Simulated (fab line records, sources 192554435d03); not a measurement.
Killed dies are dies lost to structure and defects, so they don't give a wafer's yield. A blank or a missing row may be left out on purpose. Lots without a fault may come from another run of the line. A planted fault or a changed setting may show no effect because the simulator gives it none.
A struck lot beside a sound one | flow n5_finfet | 16 steps out of a route of 1938
Sound: wafers L337.2, L337.4, L337.6. Struck: wafers L347.1, L347.2, L347.5. The cause comes at the end.
At each step with rows: each side's tool, then ch and its chambers, then its first start. Under that, the readings that differ: sound wafers | struck wafers | difference of the means | sigmas: that difference in standard deviations of wafers without a fault.
alike: readings whose means differ by less than 2 such deviations, and words and numbers that are the same on both sides. not compared: withheld readings, readings that some wafer has no value for, bounds like >300 that may hide the same value, and numbers for which the record gives no deviation and whose values overlap.
The two part at a step that has a row with sigmas, a row that says differs or no value, or rows on one side only. Numbers that don't overlap but have no deviation are shown without sigmas and don't part them. A reading that every wafer of one side lacks parts them only if that side has two wafers or more.

first, 11 steps without rows for these wafers: N5_BEOL_M0_SAQP_DESCUM_19 (chemistry O2, time 7.9 s); N5_BEOL_M0_SAQP_ETCH_83 (etches SiARC in CF4, target depth 39 nm, time 65 s); N5_BEOL_M0_SAQP_ETCH_84 (etches SOC in N2/H2, target depth 100 nm, overetch 20 nm, time 150 s); N5_BEOL_M0_SAQP_STRIP_80 (strips in N2/H2); N5_BEOL_M0_SAQP_HM_OPEN_112 (chemistry CHF3/O2, target SiO2, stops on a-Si, target depth 12 nm, time 13.5 s); N5_BEOL_M0_SAQP_STRIP_113 (strips in CHF3/O2); N5_BEOL_M0_SAQP_MANDREL_ETCH_20 (etches a-Si in HBr/Cl2, stops on SiNx, target depth 60 nm, bt time 10 s, time 30 s); N5_BEOL_M0_SAQP_STRIP_86 (strips in N2/H2); N5_BEOL_M0_SAQP_STRIP_115 (strips in post etch residue remover, time 60 s); N5_BEOL_M0_SAQP_SRD_93 (time 30 s); N5_BEOL_M0_SAQP_RECESS_114 (chemistry HF/NH3, target SiO2, target depth 14.4 nm, afs cycles 3, sublimation time 60 s).
N5_BEOL_M0_SAQP_SPACER1_ALD_98: deposits SiO2, target thk 12.8 nm, pulse time 1 s, purge time 2 s.
  sound on ald_sin-03 ch 0,1,2, day 6 12:01; struck on ald_sin-03 ch 0,2, day 8 22:28
  reading                                               | sound                | struck               | difference | sigmas
  susceptor_temp_C (C)                                  | 299.78 299.93 300.02 | 326.45 326.89 326.27 | +26.63     | +99 or more
  model.SiO2_of_BEOL_M0_SAQP_SPACER1_ALD_98.thk_nm (nm) | 12.8 12.8 12.8       | 12.4 12.4 12.4       | -0.4       |
  alike: chamber_pressure_Torr, heater_power_w, precursor_pulse_height_rel
  not compared: since_wet_clean_h
then, 1 step without rows for these wafers: N5_BEOL_M0_SAQP_SPACER1_ETCHBACK_99 (etches SiO2 in CHF3/O2, target depth 15.4 nm, time 7.7 s).
N5_BEOL_M0_SAQP_MANDREL1_REMOVE_100: chemistry HBr/Cl2/O2, target a-Si, stops on SiNx, bt time 10 s.
  sound on rie_si-06 ch 1,2,3, day 6 12:35; struck on rie_si-02 ch 0,1,3, day 8 23:10
  reading                                               | sound          | struck         | difference | sigmas
  model.BEOL_M0_SAQP.cd_nm (nm)                         | 12.8 12.8 12.8 | 12.4 12.6 12.4 | -0.3       |
  model.SiO2_of_BEOL_M0_SAQP_SPACER1_ALD_98.thk_nm (nm) | 7.4 7.4 7.4    | 7 7 7          | +0         |
  alike: drypump_motor_current_A, oes_product_au, throttle_valve_pct
  not compared: rf_hours_counter_h
-- the record jumps here: 2 days lie between the struck wafers' starts before and after (it left off in module BEOL_M0_SAQP and takes up again in module BEOL_M4, whose first step shown is number 1111 of the route) --
N5_BEOL_M4_RC_MEAS_101:
  sound on prober-02 ch 0, day 8 11:43; struck on prober-02 ch 0, day 11 06:31
  alike: DIBL_N, DIBL_P, IOFF_N, IOFF_P, ION_N, ION_P, SS_N, SS_P, VT_N, VT_P
-- the record jumps here: 4 days lie between the struck wafers' starts before and after (it left off in module BEOL_M4 and takes up again in module PASSIVATION, whose first step shown is number 1936 of the route) --
N5_PASSIVATION_PROBE_49:
  sound on prober-01, day 12 18:19; struck on prober-02, day 15 12:58
  alike: defect_limited_yield, killed_at_M0_to_M3, killed_at_M4_up, killed_at_contacts, killed_at_front_end, killed_at_other, killed_dies, killed_on_rim, killed_open, killed_short, sort_bin_5_function, sort_bin_6_memory, sort_n_pass, sort_yield_pct

WHERE THEY PART
Only at N5_BEOL_M0_SAQP_SPACER1_ALD_98, within this record. Later steps at which nothing parts them and some readings are alike: N5_BEOL_M0_SAQP_MANDREL1_REMOVE_100, N5_BEOL_M4_RC_MEAS_101, N5_PASSIVATION_PROBE_49.

WHY: what the simulator had put in
Process parameter drift: ald_sin-03, from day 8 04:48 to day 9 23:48, at N5_BEOL_M0_SAQP_SPACER1_ALD_98. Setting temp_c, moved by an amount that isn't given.
